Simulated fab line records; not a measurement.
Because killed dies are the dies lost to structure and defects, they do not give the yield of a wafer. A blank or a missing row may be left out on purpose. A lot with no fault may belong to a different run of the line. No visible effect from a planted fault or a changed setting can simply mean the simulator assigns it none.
Which of the tools did it? + flow n5-finfet + 11 lots, 32 wafers sampled, at 5 steps of a route of 1938

== WHAT THE GAUGES READ, wafer by wafer ==
N5_FIN_CUT_OVL_MEAS_09.
| lot  | measured    | on         | FIN_CUT_OVL (nm) |
|------|-------------|------------|------------------|
| L389 | day 2 03:58 | overlay-01 | 0.3 -0.8 0.5     |
| L391 | day 2 16:22 | overlay-02 | 1.2 -0.9 1.3     |
| L392 | day 2 20:21 | overlay-02 | 1.3 -0.7 0.5     |
| L393 | day 3 02:47 | overlay-02 | 0.3 0.0 -0.5     |
| L395 | day 3 14:32 | overlay-01 | 1.1 0.7 0.6      |
| L397 | day 4 04:07 | overlay-02 | 0.7 0.1 -0.4     |
| L405 | day 6 03:23 | overlay-01 | 0.2 -0.2 0.0     |
| L407 | day 6 16:16 | overlay-02 | 0.2 -0.7 -0.8    |
| L409 | day 7 05:39 | overlay-02 | -0.3 0.3 -0.3    |
| L411 | day 7 14:37 | overlay-01 | -0.9 -0.7        |
| L412 | day 7 20:39 | overlay-01 | -1.6 -0.5 -2.1   |

N5_STI_FIN_REVEAL_FIN_H_MEAS_10.
| lot  | measured    | on     | trench-depth-nm (nm) |
|------|-------------|--------|----------------------|
| L389 | day 2 14:17 | ocd-02 | 51.9 52.5 51.7       |
| L391 | day 3 01:59 | ocd-01 | 52.2 51.9 52.5       |
| L392 | day 3 07:31 | ocd-02 | 52.0 51.4 51.3       |
| L393 | day 3 12:41 | ocd-02 | 53.2 53.3 53.6       |
| L395 | day 4 00:32 | ocd-02 | 36.3 36.5 52.8       |
| L397 | day 4 14:58 | ocd-01 | 51.9 36.8 52.2       |
| L405 | day 6 13:20 | ocd-02 | 51.9 51.6 50.8       |
| L407 | day 7 03:08 | ocd-01 | 53.4 51.5 51.5       |
| L409 | day 7 15:40 | ocd-02 | 51.0 51.5 51.1       |
| L411 | day 8 00:16 | ocd-02 | 52.2 51.1            |
| L412 | day 8 08:10 | ocd-01 | 52.1 52.2 52.1       |

== TOOL THAT RAN EACH LOT (tool first, then ch and the chambers of the sampled wafers, then the start) ==
| lot  | N5_FIN_CUT_STRIP_24               | N5_STI_FIN_REVEAL_ETCHBACK_08     | N5_STI_FIN_REVEAL_RECESS_09       |
|------|-----------------------------------|-----------------------------------|-----------------------------------|
| L389 | rie-diel-02 ch 0,2,3, day 2 04:28 | rie-diel-01 ch 1,2, day 2 11:19   | vapor-etch-01 ch 0,1, day 2 11:34 |
| L391 | rie-diel-04 ch 0,1,3, day 2 16:53 | rie-diel-03 ch 1,2,3, day 2 23:02 | vapor-etch-02 ch 0,1, day 2 23:17 |
| L392 | rie-diel-02 ch 0,1,2, day 2 20:51 | rie-diel-03 ch 0,1, day 3 04:32   | vapor-etch-01 ch 1, day 3 04:47   |
| L393 | rie-diel-06 ch 0,1,2, day 3 03:17 | rie-diel-03 ch 1,3, day 3 09:34   | vapor-etch-02 ch 0,1, day 3 09:59 |
| L395 | rie-diel-06 ch 1,3, day 3 15:04   | rie-diel-03 ch 1,3, day 3 21:34   | vapor-etch-02 ch 0,1, day 3 21:49 |
| L397 | rie-diel-02 ch 0,2,3, day 4 04:37 | rie-diel-03 ch 0,3, day 4 11:58   | vapor-etch-02 ch 0,1, day 4 12:13 |
| L405 | rie-diel-04 ch 2,3, day 6 03:52   | rie-diel-05 ch 1,2, day 6 10:23   | vapor-etch-01 ch 0,1, day 6 11:10 |
| L407 | rie-diel-02 ch 1,2,3, day 6 17:43 | rie-diel-01 ch 1,2, day 7 00:11   | vapor-etch-02 ch 0,1, day 7 00:26 |
| L409 | rie-diel-04 ch 0,1,2, day 7 06:10 | rie-diel-05 ch 1,2, day 7 12:43   | vapor-etch-02 ch 0,1, day 7 12:58 |
| L411 | rie-diel-06 ch 1,3, day 7 15:07   | rie-diel-03 ch 0,3, day 7 21:19   | vapor-etch-01 ch 0,1, day 7 21:34 |
| L412 | rie-diel-06 ch 0,3, day 7 21:09   | rie-diel-05 ch 2,3, day 8 03:37   | vapor-etch-02 ch 1, day 8 04:25   |
- N5_FIN_CUT_STRIP_24: strips in CF4.
- N5_STI_FIN_REVEAL_ETCHBACK_08: etches SiO2 in C4F6/O2, target depth 30.5 nm, time 10.167 s.
- N5_STI_FIN_REVEAL_RECESS_09: chemistry HF/NH3, target SiO2, afs cycles 11, target depth 42.5 nm, sublimation time 60 s.

== AS READ BY THE TOOLS THEMSELVES (means over the sampled wafers that have a number; for cases with no such wafer, the mark the record gives instead) ==
N5_FIN_CUT_STRIP_24.
| lot  | tool        | drypump-motor-current-A (A) | oes-product-au (a.u.) | rf-vpp-V (V) | showerhead-plenum-p-Torr (Torr) | throttle-valve-pct (%) |
|------|-------------|-----------------------------|-----------------------|--------------|---------------------------------|------------------------|
| L389 | rie-diel-02 | 5.8                         | 0.85                  | 272.3        | 1.85                            | 13.49                  |
| L391 | rie-diel-04 | 5.7                         | 0.71                  | 270.7        | 1.80                            | 13.79                  |
| L392 | rie-diel-02 | 5.7                         | 0.86                  | 272.8        | 1.85                            | 13.52                  |
| L393 | rie-diel-06 | 5.9                         | 0.85                  | 271.0        | 1.79                            | 13.34                  |
| L395 | rie-diel-06 | 5.8                         | 0.83                  | 272.0        | 1.83                            | 13.34                  |
| L397 | rie-diel-02 | 5.8                         | 0.82                  | 272.3        | 1.85                            | 13.52                  |
| L405 | rie-diel-04 | 5.6                         | 0.86                  | 270.6        | 1.77                            | 13.56                  |
| L407 | rie-diel-02 | 6.0                         | 0.85                  | 272.2        | 1.85                            | 13.38                  |
| L409 | rie-diel-04 | 5.5                         | 0.83                  | 269.6        | 1.76                            | 13.51                  |
| L411 | rie-diel-06 | 5.8                         | 0.80                  | 272.3        | 1.80                            | 13.36                  |
| L412 | rie-diel-06 | 5.6                         | 0.74                  | 269.5        | 1.76                            | 13.63                  |

N5_STI_FIN_REVEAL_ETCHBACK_08.
| lot  | tool        | O2_flow_sccm (sccm) | drypump-motor-current-A (A) | oes-product-au (a.u.) | rf-vpp-V (V) | showerhead-plenum-p-Torr (Torr) | throttle-valve-pct (%) |
|------|-------------|---------------------|-----------------------------|-----------------------|--------------|---------------------------------|------------------------|
| L389 | rie-diel-01 | 10.00               | 5.7                         | 0.71                  | 666          | 2.87                            | 21.18                  |
| L391 | rie-diel-03 | 10.03               | 6.1                         | 0.77                  | 683          | 2.86                            | 21.21                  |
| L392 | rie-diel-03 | 10.02               | 5.9                         | 0.71                  | 668          | 2.73                            | 21.06                  |
| L393 | rie-diel-03 | 10.01               | 6.0                         | 0.82                  | 679          | 2.93                            | 21.15                  |
| L395 | rie-diel-03 | 10.04               | 6.0                         | 0.82                  | 679          | 2.93                            | 21.16                  |
| L397 | rie-diel-03 | 10.00               | 5.5                         | 0.75                  | 665          | 2.80                            | 21.03                  |
| L405 | rie-diel-05 | 9.99                | 5.7                         | 0.73                  | 665          | 2.88                            | 21.52                  |
| L407 | rie-diel-01 | 10.02               | 5.7                         | 0.78                  | 666          | 2.83                            | 21.24                  |
| L409 | rie-diel-05 | 9.98                | 5.7                         | 0.71                  | 665          | 2.87                            | 21.53                  |
| L411 | rie-diel-03 | 10.00               | 5.5                         | 0.75                  | 668          | 2.84                            | 21.09                  |
| L412 | rie-diel-05 | 10.01               | 6.0                         | 0.70                  | 662          | 2.90                            | 21.31                  |

N5_STI_FIN_REVEAL_RECESS_09.
| lot  | tool          | drypump-motor-current-A (A) | sublimation-temp-c (C) |
|------|---------------|-----------------------------|------------------------|
| L389 | vapor-etch-01 | 5.8                         | 179.86                 |
| L391 | vapor-etch-02 | 6.2                         | 179.96                 |
| L392 | vapor-etch-01 | 4.8                         | 180.06                 |
| L393 | vapor-etch-02 | 6.2                         | 179.89                 |
| L395 | vapor-etch-02 | 6.2                         | 180.13                 |
| L397 | vapor-etch-02 | 6.2                         | 179.87                 |
| L405 | vapor-etch-01 | 5.8                         | 179.83                 |
| L407 | vapor-etch-02 | 6.2                         | 179.94                 |
| L409 | vapor-etch-02 | 6.2                         | 180.06                 |
| L411 | vapor-etch-01 | 5.5                         | 180.01                 |
| L412 | vapor-etch-02 | 6.2                         | 179.98                 |

== THE ANSWER, worked out from the rows above alone ==
Rule: usual is defined by the lots themselves. Put in order of their means at a reading, lots are off if they are a third of the lots or fewer, leave a main group of 4 or more, and stand apart from it by a gap of 3 or more times the standard deviation of the main group's means; of several such gaps the widest counts. If all means in a main group match to the digits the tables above print for the reading, that group is not used. Also off: a lot with no number at a reading for which 4 or more lots have one. The other lots that the step has rows for count as sound. First the gauges in route order, then the tools' own readings, where a lot's mean is used as printed above. The first step at which some lot is off is used, and at that step the reading that is off furthest; a lot without a number counts as furthest.
Off, at N5_STI_FIN_REVEAL_FIN_H_MEAS_10 on trench-depth-nm: L395, L397. Mean 52.0 nm and standard deviation 0.6 in the main group.
If a tool, at a process step before that reading, ran all the lots that are off and no sound lot after the first of them, it fits. Those tools and the gauges at N5_STI_FIN_REVEAL_FIN_H_MEAS_10 are tried in the same way. Not one of the candidates tried fits.

== WHAT WAS PUT IN BY THE SIMULATOR ==
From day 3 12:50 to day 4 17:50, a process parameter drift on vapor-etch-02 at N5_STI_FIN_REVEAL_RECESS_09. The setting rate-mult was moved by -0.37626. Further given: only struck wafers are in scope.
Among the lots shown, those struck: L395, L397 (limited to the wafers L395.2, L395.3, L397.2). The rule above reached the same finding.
